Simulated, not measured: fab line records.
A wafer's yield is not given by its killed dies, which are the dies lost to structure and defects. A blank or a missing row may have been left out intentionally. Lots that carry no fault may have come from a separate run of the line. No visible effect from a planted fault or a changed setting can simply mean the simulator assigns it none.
Chamber matching | flow n5 finfet | N5_BEOL_M4_STRIP_19 on rie diel-04 has 4 sister chambers
The step strips in O2. 22 wafers are shown with their chamber, then 11 later ones without.

== WAFERS PAIRED WITH THEIR CHAMBERS ==
wafer  | chamber | drypump motor current A (A) | showerhead plenum p Torr (Torr) | throttle valve pct (%)
L074.1 | 2       | 6.1                         | 2.12                            | 16.51
L074.2 | 0       | 5.3                         | 2.05                            | 16.49
L074.3 | 3       | 6.0                         | 1.97                            | 16.95
L074.4 | 1       | 5.0                         | 2.23                            | 16.32
L074.5 | 0       | 5.3                         | 2.05                            | 16.49
L074.6 | 1       | 5.0                         | 2.23                            | 16.32
L079.4 | 0       | 5.3                         | 2.04                            | 16.50
L079.5 | 2       | 6.1                         | 2.12                            | 16.50
L079.6 | 1       | 5.0                         | 2.23                            | 16.31
L080.2 | 1       | 5.0                         | 2.23                            | 16.34
L080.3 | 3       | 6.0                         | 2.23                            | 16.55
L080.6 | 1       | 5.1                         | 2.23                            | 16.35
L082.1 | 1       | 5.0                         | 2.22                            | 16.35
L082.5 | 1       | 5.1                         | 2.22                            | 16.36
L082.6 | 2       | 6.1                         | 2.12                            | 16.54
L085.3 | 1       | 5.0                         | 2.22                            | 16.36
L085.4 | 3       | 6.0                         | 2.22                            | 16.55
L085.5 | 2       | 6.1                         | 2.12                            | 16.56
L090.1 | 1       | 5.1                         | 2.22                            | 16.37
L090.5 | 3       | 6.1                         | 2.22                            | 16.58
L090.6 | 0       | 5.3                         | 2.03                            | 16.57
L091.1 | 0       | 5.3                         | 2.03                            | 16.55

SIGNATURES (averages over the wafers above)
reading                  | chamber 0 | chamber 1 | chamber 2 | chamber 3 | scatter within a chamber
drypump motor current A  | 5.300     | 5.033     | 6.100     | 6.025     | 0.0391
showerhead plenum p Torr | 2.0400    | 2.2256    | 2.1200    | 2.1600    | 0.0521
throttle valve pct       | 16.5200   | 16.3422   | 16.5275   | 16.6575   | 0.0837
Rule: a wafer's distance from a chamber is the root of the sum, over the readings, of the square of ((its reading less the chamber's mean) divided by the reading's scatter). The wafer belongs to the nearest chamber; if the next one is less than 2 further off, it can't be placed. The scatter is the square root of a quotient: the sum, over the shown wafers, of each reading's squared deviation from its chamber's mean, divided by wafers minus chambers.

== WAFERS WITH NO CHAMBER GIVEN ==
wafer  | drypump motor current A (A) | showerhead plenum p Torr (Torr) | throttle valve pct (%)
L091.2 | 6.0                         | 2.22                            | 16.56
L091.3 | 6.1                         | 2.11                            | 16.55
L091.4 | 5.0                         | 2.22                            | 16.38
L091.5 | 5.1                         | 2.22                            | 16.39
L091.6 | 6.1                         | 2.11                            | 16.55
L094.2 | 5.3                         | 2.03                            | 16.58
L094.4 | 6.1                         | 2.11                            | 16.58
L094.5 | 5.3                         | 2.03                            | 16.58
L096.2 | 6.1                         | 2.10                            | 16.58
L096.4 | 5.0                         | 2.22                            | 16.41
L096.6 | 5.3                         | 2.03                            | 16.59

== CHAMBER TAKEN BY EACH ==
wafer  | from the rows above     | in truth
L091.2 | can't be placed: 3 or 2 | 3
L091.3 | 2                       | 2
L091.4 | 1                       | 1
L091.5 | 1                       | 1
L091.6 | 2                       | 2
L094.2 | 0                       | 0
L094.4 | can't be placed: 2 or 3 | 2
L094.5 | 0                       | 0
L096.2 | can't be placed: 2 or 3 | 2
L096.4 | 1                       | 1
L096.6 | 0                       | 0
Placed correctly: 8 of 11. Unplaceable from these rows: 3, with the true chamber sitting among the candidates in 3. Number placed wrongly: 0.
